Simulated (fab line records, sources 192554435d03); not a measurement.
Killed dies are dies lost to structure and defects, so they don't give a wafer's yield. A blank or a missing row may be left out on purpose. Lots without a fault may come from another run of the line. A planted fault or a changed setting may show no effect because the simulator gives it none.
fab line records | flow n5_finfet
record lots=6 wafers=18 last_day=18
route steps=1938 shown BEOL_M0_SAQP@634 BEOL_M4@1111 PASSIVATION@1936
lots that met no fault: from a run of the same line without faults
start_h: hours from the record's first day to the start of the lot's first wafer shown | wait_h: hours since the lot's step before | " the same as in the row above | L1.1+2: a row that stands for several wafers | - no value, or no start given | * or withheld: withheld | < > ~ a bound
route shown NAME@n: a module of which the file shows steps, and the number in the route of the first | usual: mean/standard deviation of fault-free wafers | same: alike in all rows | chamber/n: place in a boat | sites: the reading at each site | _std_site: their standard deviation | _edge_site: outer sites' mean less inner sites' | radius_mm: how far each site lies from the wafer's centre | mask NAME#n: copy n | behind: the tool/chamber that last shaped the wafer | hold: why the lot was held/for how many hours/how that ended | device: the transistor (n, p or np) that didn't switch | end of line: the same wafers' tests at the end of the route | a step without rows: its recipe alone | killed: dies lost to structure and defects at the first sort, not the wafer's yield | map: a wafer's dies, x killed, . not, _ none there
set.NAME: the setting as run; set.NAME@STEP: as run at that earlier step | model.NAME: the simulator's own value behind a step, which no gauge read
lots at some steps of the route; a table a step, a row a wafer
services: from which hour (start_h, from the record's first day; less than 0 if before it) a tool's chamber was out of use, for how many hours, and why
## steps
# step N5_BEOL_M0_SAQP_HM_DEP_02
# recipe material=TiN target_thk_a=120 temp_c=25 chamber_pressure_pa=0.49996
# usual throttle_valve_pct=29.7/1.2
# columns lot.wafer tool chamber start_h wait_h throttle_valve_pct
L873.1 pvd_sputter-02 - 107.20 0.7 28.9
L873.2 " - " " 31.0
L873.3 " - " " 28.3
L882.2 pvd_sputter-03 - 160.98 1.6 30.3
L882.5 " - " " 27.8
L882.6 " - " " 30.3
L884.3 pvd_sputter-01 - 173.13 0.0 28.3
L884.4 " - " " 30.8
L884.5 " - " " 28.0
L887.1 pvd_sputter-02 - 192.32 0.1 28.9
L887.3 " - " " 31.0
L887.6 " - " " 27.8
L888.1 pvd_sputter-03 - 203.02 0.6 30.5
L888.4 " - " " 30.8
L888.6 " - " " 30.8
L894.1 pvd_sputter-02 - 245.25 1.1 29.0
L894.5 " - " " 29.0
L894.6 " - " " 30.7
# step N5_BEOL_M0_SAQP_PECVD_03
# recipe material=SiCN target_thk_a=120 temp_c=withheld precursor=3MS/NH3 pressure_torr=3 rf_w=202 time_s=21.1
# usual showerhead_plenum_p_Torr=3.667/0.011 throttle_valve_pct=8.9/0.41
# columns lot.wafer tool chamber start_h wait_h showerhead_plenum_p_Torr throttle_valve_pct
L873.1 pecvd-01 0 107.32 0.1 3.689 8.4
L873.2 " 2 " " 3.642 9.0
L873.3 " 1 " " 3.673 9.3
L882.2 pecvd-02 2 161.11 0.1 3.665 8.1
L882.5 " 1 " " 3.665 9.3
L882.6 " 0 " " 3.678 9.0
L884.3 pecvd-01 1 173.25 0.1 3.673 9.3
L884.4 " 1 " " 3.674 9.5
L884.5 " 2 " " 3.639 9.0
L887.1 pecvd-01 0 192.45 0.1 3.681 8.7
L887.3 " 0 " " 3.689 8.5
L887.6 " 1 " " 3.671 9.5
L888.1 pecvd-04 2 203.14 0.1 3.663 8.9
L888.4 " 0 " " 3.646 8.8
L888.6 " 2 " " 3.658 8.9
L894.1 pecvd-02 2 245.37 0.1 3.668 8.1
L894.5 " 1 " " 3.667 8.9
L894.6 " 0 " " 3.666 8.8
# step N5_BEOL_M0_SAQP_PECVD_96
# recipe material=a-Si target_thk_a=450 temp_c=350 precursor=SiH4/He pressure_torr=3 rf_w=100 time_s=45.2
# usual heater_power_w=651/68 showerhead_plenum_p_Torr=5.67/0.039 throttle_valve_pct=17.9/0.77
# columns lot.wafer tool chamber start_h wait_h heater_power_w showerhead_plenum_p_Torr throttle_valve_pct
L873.1 pecvd-01 0 107.35 0.0 672 5.77 17.2
L873.2 " 2 " " 656 5.59 18.2
L873.3 " 1 " " 672 5.68 19.2
L882.2 pecvd-02 2 161.14 0.0 698 5.69 16.4
L882.5 " 1 " " 739 5.67 18.5
L882.6 " 0 " " 726 5.67 18.0
L884.3 pecvd-01 1 173.28 0.0 725 5.69 18.9
L884.4 " 1 " " 636 5.69 18.5
L884.5 " 2 " " 710 5.59 18.3
L887.1 pecvd-01 0 192.50 0.0 723 5.75 17.0
L887.3 " 0 " " 703 5.76 17.1
L887.6 " 1 " " 710 5.69 18.8
L888.1 pecvd-04 2 203.17 0.0 503 5.63 17.6
L888.4 " 0 " " 656 5.63 17.8
L888.6 " 2 " " 513 5.63 17.8
L894.1 pecvd-02 2 245.40 0.0 621 5.68 16.5
L894.5 " 1 " " 685 5.67 18.7
L894.6 " 0 " " 678 5.68 17.9
# step N5_BEOL_M0_SAQP_PECVD_97
# recipe material=SiNx target_thk_a=230 temp_c=350 precursor=SiH4/NH3/N2 pressure_torr=1.5 rf_w=300 time_s=19.9
# usual heater_power_w=586/71 showerhead_plenum_p_Torr=5.15/0.052 throttle_valve_pct=39.2/1.7
# columns lot.wafer tool chamber start_h wait_h heater_power_w showerhead_plenum_p_Torr throttle_valve_pct
L873.1 pecvd-01 0 107.40 0.0 668 5.25 37.3
L873.2 " 2 " " 644 5.02 40.2
L873.3 " 1 " " 593 5.17 41.3
L882.2 pecvd-02 2 161.19 0.0 544 5.14 35.7
L882.5 " 1 " " 580 5.15 40.6
L882.6 " 0 " " 610 5.14 39.3
L884.3 pecvd-01 1 173.33 0.0 611 5.17 41.1
L884.4 " 1 " " 622 5.18 41.1
L884.5 " 2 " " 666 5.02 40.0
L887.1 pecvd-01 0 192.57 0.0 595 5.25 37.8
L887.3 " 0 " " 593 5.25 37.6
L887.6 " 1 " " 624 5.19 41.3
L888.1 pecvd-04 2 203.22 0.0 442 5.09 38.6
L888.4 " 0 " " 540 5.09 40.3
L888.6 " 2 " " 437 5.10 38.3
L894.1 pecvd-02 2 245.45 0.0 614 5.16 36.1
L894.5 " 1 " " 662 5.15 40.8
L894.6 " 0 " " 625 5.16 39.5
# step N5_BEOL_M0_SAQP_PECVD_04
# recipe material=a-Si target_thk_a=600 temp_c=350 precursor=SiH4/He pressure_torr=3 rf_w=100 time_s=60.2
# usual heater_power_w=662/70 showerhead_plenum_p_Torr=5.67/0.039 throttle_valve_pct=17.9/0.75
# columns lot.wafer tool chamber start_h wait_h heater_power_w showerhead_plenum_p_Torr throttle_valve_pct
L873.1 pecvd-01 0 107.44 0.0 678 5.76 17.2
L873.2 " 2 " " 739 5.58 18.3
L873.3 " 1 " " 724 5.70 19.0
L882.2 pecvd-02 2 161.22 0.0 676 5.67 16.2
L882.5 " 1 " " 741 5.68 18.5
L882.6 " 0 " " 701 5.68 17.7
L884.3 pecvd-01 1 173.36 0.0 697 5.69 18.8
L884.4 " 1 " " 713 5.70 18.6
L884.5 " 2 " " 679 5.57 18.1
L887.1 pecvd-01 0 192.63 0.0 681 5.76 17.1
L887.3 " 0 " " 681 5.75 17.0
L887.6 " 1 " " 677 5.70 18.7
L888.1 pecvd-04 2 203.26 0.0 524 5.65 17.4
L888.4 " 0 " " 652 5.63 18.0
L888.6 " 2 " " 538 5.63 17.6
L894.1 pecvd-02 2 245.49 0.0 670 5.68 16.5
L894.5 " 1 " " 686 5.69 18.7
L894.6 " 0 " " 742 5.67 17.9
# step N5_BEOL_M0_SAQP_THK_MEAS_05
# usual thk_nm=60.3/0.8
# columns lot.wafer tool chamber start_h wait_h thk_nm
L873.1 film_metro-01 - 107.53 0.1 59.9
L873.2 " - " " 59.1
L873.3 " - " " 60.2
L882.2 film_metro-02 - 161.32 0.1 60.5
L882.5 " - " " 60.7
L882.6 " - " " 60.2
L884.3 film_metro-01 - 173.46 0.1 59.6
L884.4 " - " " 60.7
L884.5 " - " " 60.7
L887.1 film_metro-01 - 192.75 0.1 60.3
L887.3 " - " " 60.7
L887.6 " - " " 60.5
L888.1 film_metro-01 - 203.36 0.1 59.8
L888.4 " - " " 60.3
L888.6 " - " " 60.9
L894.1 film_metro-01 - 245.58 0.1 60.9
L894.5 " - " " 60.8
L894.6 " - " " 59.7
# step N5_BEOL_M0_SAQP_HM_DEP_111
# recipe material=SiO2 target_thk_a=120 temp_c=400 precursor=SiH4/N2O pressure_torr=0.75 rf_w=275 time_s=7.2
# step N5_BEOL_M0_SAQP_COAT_81
# recipe resist=SOC temp_c=250 time_s=60 spin_rpm=1500 resist_thk_nm=100
# step N5_BEOL_M0_SAQP_COAT_82
# recipe resist=SiARC temp_c=220 time_s=60 spin_rpm=1500 resist_thk_nm=30
# step N5_BEOL_M0_SAQP_COAT_08
# recipe resist=CAR-ArF spin_rpm=1500 resist_thk_nm=90
# step N5_BEOL_M0_SAQP_EBR_10
# recipe solvent=PGMEA ebr_width_mm=1.5
# step N5_BEOL_M0_SAQP_SOFTBAKE_09
# recipe temp_c=110 time_s=60 resist=CAR-ArF
# step N5_BEOL_M0_SAQP_EXPOSE_11
# recipe mask_id=M0_CORE na=1.35 source_shape=dipole sigma_inner=0.538 sigma_outer=0.738 polarization=te target_cd_nm=42 dose_mj=55
# usual exposure_dose_mJ_cm2=54.99/0.058
# same sigma_outer=0.738
# columns lot.wafer tool chamber start_h wait_h mask exposure_dose_mJ_cm2
L873.1 arfi_scanner-02 0 107.89 - M0_CORE#0 54.95
L873.2 " 0 " " M0_CORE#0 55.04
L873.3 " 0 " " M0_CORE#0 55.03
L882.2 arfi_scanner-02 0 161.68 - M0_CORE#0 54.12
L882.5 " 0 " " M0_CORE#0 54.18
L882.6 " 0 " " M0_CORE#0 54.17
L884.3 arfi_scanner-02 0 173.70 - M0_CORE#0 54.20
L884.4 " 0 " " M0_CORE#0 54.22
L884.5 " 0 " " M0_CORE#0 54.20
L887.1 arfi_scanner-01 0 193.11 - M0_CORE#0 54.91
L887.3 " 0 " " M0_CORE#0 54.98
L887.6 " 0 " " M0_CORE#0 54.95
L888.1 arfi_scanner-03 0 203.71 - M0_CORE#0 55.04
L888.4 " 0 " " M0_CORE#0 54.93
L888.6 " 0 " " M0_CORE#0 55.05
L894.1 arfi_scanner-01 0 245.82 - M0_CORE#0 55.07
L894.5 " 0 " " M0_CORE#0 54.94
L894.6 " 0 " " M0_CORE#0 54.98
# step N5_BEOL_M0_SAQP_PEB_12
# recipe peb_temp_c=withheld peb_time_s=60 resist=CAR-ArF
# step N5_BEOL_M4_RC_MEAS_101
# usual DIBL_N=36.0/1.9 DIBL_P=36.0/2.1 IOFF_N=0.155/0.029 IOFF_P=0.20/0.032 ION_N=672/11 ION_P=461/6.9 SS_N=71.5/0.58 SS_P=73.2/0.64 VT_N=250.4/2.9 VT_P=-251.0/2.8
# columns lot.wafer tool chamber start_h wait_h DIBL_N[mV/V] DIBL_P[mV/V] IOFF_N[nA/um] IOFF_P[nA/um] ION_N[uA/um] ION_P[uA/um] SS_N[mV/dec] SS_P[mV/dec] VT_N[mV] VT_P[mV]
L873.1 prober-02 0 179.89 0.0 35.1 34.2 0.126 0.16 654 438 71.7 72.7 255.4 -258.2
L873.2 " 0 " " 34.4 34.5 0.125 0.15 663 452 70.8 72.5 252.5 -258.4
L873.3 " 0 " " 34.0 34.4 0.124 0.16 672 456 71.2 72.5 251.0 -254.6
L884.3 prober-01 0 238.26 0.3 34.5 33.6 0.121 0.18 667 459 71.1 72.4 252.2 -252.0
L884.4 " 0 " " 34.5 33.2 0.121 0.18 659 453 70.5 72.0 256.8 -254.4
L884.5 " 0 " " 35.9 34.7 0.142 0.19 653 453 72.0 73.2 254.5 -249.5
L882.2 prober-01 0 241.12 0.2 32.8 32.3 0.099 0.15 644 448 70.2 72.5 257.9 -254.0
L882.5 " 0 " " 33.4 34.6 0.123 0.18 667 461 71.1 73.8 251.8 -251.1
L882.6 " 0 " " 34.1 34.3 0.123 0.17 651 454 72.0 72.1 256.5 -250.7
L887.1 prober-01 0 256.57 0.0 36.9 35.6 0.173 0.23 683 470 71.5 74.0 247.8 -246.5
L887.3 " 0 " " 33.3 33.0 0.124 0.19 675 465 70.6 73.6 250.4 -247.1
L887.6 " 0 " " 36.2 34.9 0.156 0.22 662 459 71.6 73.9 249.3 -247.3
L888.1 prober-01 0 263.93 0.0 34.9 36.2 0.129 0.19 647 449 72.0 73.1 252.0 -251.1
L888.4 " 0 " " 34.9 36.2 0.134 0.18 656 451 71.2 72.7 250.8 -251.4
L888.6 " 0 " " 37.1 39.3 0.184 0.23 692 469 72.2 73.7 248.3 -250.2
L894.1 prober-02 0 311.89 0.0 34.8 34.8 0.151 0.21 676 463 71.3 72.6 251.0 -250.0
L894.5 " 0 " " 33.5 33.6 0.134 0.19 677 468 71.2 72.5 252.4 -247.9
L894.6 " 0 " " 33.5 33.8 0.130 0.18 673 463 71.0 71.8 253.3 -252.4
# step N5_PASSIVATION_PROBE_49
# usual defect_limited_yield=91.0/1.5 killed_at_M0_to_M3=33/9.4 killed_at_M4_up=14/4.8 killed_at_contacts=13/7.3 killed_at_front_end=43/13 killed_at_other=3.6/2.9 killed_dies=106/18 killed_open=69/13 killed_short=35/8.2 sort_bin_5_function=5.3/1 sort_bin_6_memory=3.3/0.68 sort_bin_8_speed=0.01/0.027 sort_n_pass=1074/18
# same gross_dies=1180 killed_at_back_side=0 sort_bin_4_leakage[%]=0
# columns lot.wafer tool chamber start_h wait_h defect_limited_yield[%] killed_at_M0_to_M3 killed_at_M4_up killed_at_contacts killed_at_front_end killed_at_other killed_dies killed_open killed_short sort_bin_5_function[%] sort_bin_6_memory[%] sort_bin_8_speed[%] sort_n_pass
L882.2 prober-01 - 350.94 0.1 92.1 28 9 11 43 2 93 58 30 4.2 3.0 0.17 1085
L882.5 prober-01 - 351.09 0.2 91.2 32 20 13 39 0 104 67 36 5.6 3.0 0 1076
L882.6 prober-01 - 351.14 0.3 89.0 41 12 25 51 1 130 84 44 6.7 3.7 0 1050
L888.1 prober-01 - 360.91 0.0 90.1 32 17 14 48 6 117 78 36 5.7 4.0 0 1063
L888.4 prober-01 - 361.06 0.2 90.3 42 19 10 42 1 114 71 41 5.6 3.9 0 1066
L888.6 prober-01 - 361.16 0.3 90.7 54 16 6 33 1 110 72 38 5.3 3.6 0 1070
# killed by level:class
L882.2 FIN_SAQP:geometric_particle:open=10 MOL_CONTACT_COAG:geometric_particle:open=10 FIN_SAQP:geometric_particle:short=9 BEOL_M2:geometric_particle:open=7 STI_FIN_REVEAL:geometric_particle:open=5 BEOL_M0_SAQP:geometric_particle:open=5 GATE_CUT:geometric_particle:short=4 BEOL_M0_SAQP:geometric_particle:short=4
L882.5 MOL_CONTACT_COAG:geometric_particle:open=11 FIN_SAQP:geometric_particle:short=9 BEOL_M2:geometric_particle:open=7 DUMMY_GATE:geometric_particle:open=6 BEOL_M1:geometric_particle:open=6 STI_FIN_REVEAL:geometric_particle:open=5 BEOL_M3:geometric_particle:open=5 FIN_SAQP:geometric_particle:open=4
L882.6 MOL_CONTACT_COAG:geometric_particle:open=18 BEOL_M2:geometric_particle:open=17 STI_FIN_REVEAL:geometric_particle:open=16 FIN_SAQP:geometric_particle:short=12 MOL_CONTACT_COAG:geometric_particle:short=7 BEOL_M0_SAQP:geometric_particle:short=7 BEOL_M1:geometric_particle:open=7 FIN_SAQP:geometric_particle:open=6
L888.1 STI_FIN_REVEAL:geometric_particle:open=15 BEOL_M3:geometric_particle:open=13 MOL_CONTACT_COAG:geometric_particle:open=11 BEOL_M4:geometric_particle:open=9 STI_FIN_REVEAL:geometric_particle:short=6 BEOL_M0_SAQP:geometric_particle:open=6 DUMMY_GATE:geometric_particle:open=5 DUMMY_GATE:geometric_particle:short=4
L888.4 BEOL_M3:geometric_particle:open=14 FIN_SAQP:geometric_particle:short=10 STI_FIN_REVEAL:geometric_particle:open=10 BEOL_M2:geometric_particle:open=9 BEOL_M4:geometric_particle:open=8 FIN_SAQP:geometric_particle:open=7 MOL_CONTACT_COAG:geometric_particle:open=7 BEOL_M3:geometric_particle:short=7
L888.6 BEOL_M3:geometric_particle:open=19 BEOL_M2:geometric_particle:open=10 BEOL_M4:geometric_particle:open=9 BEOL_M0_SAQP:geometric_particle:short=8 STI_FIN_REVEAL:geometric_particle:open=7 BEOL_M3:geometric_particle:short=7 FIN_SAQP:geometric_particle:short=6 DUMMY_GATE:geometric_particle:open=6
## services
# columns tool chamber start_h hours kind
pvd_sputter-02 - 85.31 2.8 repair
arfi_scanner-03 - 102.06 0.8 pm
arfi_scanner-03 - 103.20 17.3 pm
pecvd-02 - 104.29 2.8 pm
arfi_scanner-01 - 121.90 1.0 pm
arfi_scanner-03 - 130.06 1.3 pm
pvd_sputter-03 - 137.72 2.9 repair
pecvd-02 2 145.61 5.1 repair
pecvd-04 - 150.68 0.5 repair
arfi_scanner-02 - 152.45 1.3 pm
arfi_scanner-01 - 153.18 1.0 pm
arfi_scanner-01 - 158.78 1.3 pm
pvd_sputter-03 - 164.10 7.1 repair
arfi_scanner-01 - 167.07 0.8 pm
arfi_scanner-02 - 184.85 0.8 pm
arfi_scanner-01 - 186.51 0.8 pm
pecvd-01 2 190.23 2.3 repair
arfi_scanner-02 - 191.10 1.0 pm
arfi_scanner-02 - 192.10 4.9 pm
pecvd-04 - 195.44 5.5 pm
arfi_scanner-03 - 195.75 2.2 repair
arfi_scanner-03 - 201.80 1.0 pm
pecvd-02 - 214.93 1.0 repair
arfi_scanner-02 - 242.51 4.1 repair
## key
first_sign step=N5_BEOL_M0_SAQP_EXPOSE_11 reading=exposure_dose_mJ_cm2 direction=down sigmas=14 usual=54.99 struck=54.18
effect none on later readings
met_at N5_BEOL_M0_SAQP_EXPOSE_11
struck_wafers L882.2,L882.5,L882.6,L884.3,L884.4,L884.5
loop_trim step=N5_BEOL_M0_SAQP_EXPOSE_11 setting=dose lots=L884
onset_between 107.89 161.68
fault kind=process_parameter_drift tool=arfi_scanner-02 chamber=- onset_h=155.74 steps=N5_BEOL_M0_SAQP_EXPOSE_11 channel=dose_mj offset=-0.88686 shape=step acts_in=these_recipes_only stated=55
# loop_trim: a control loop set the setting to another value than it would have without faults
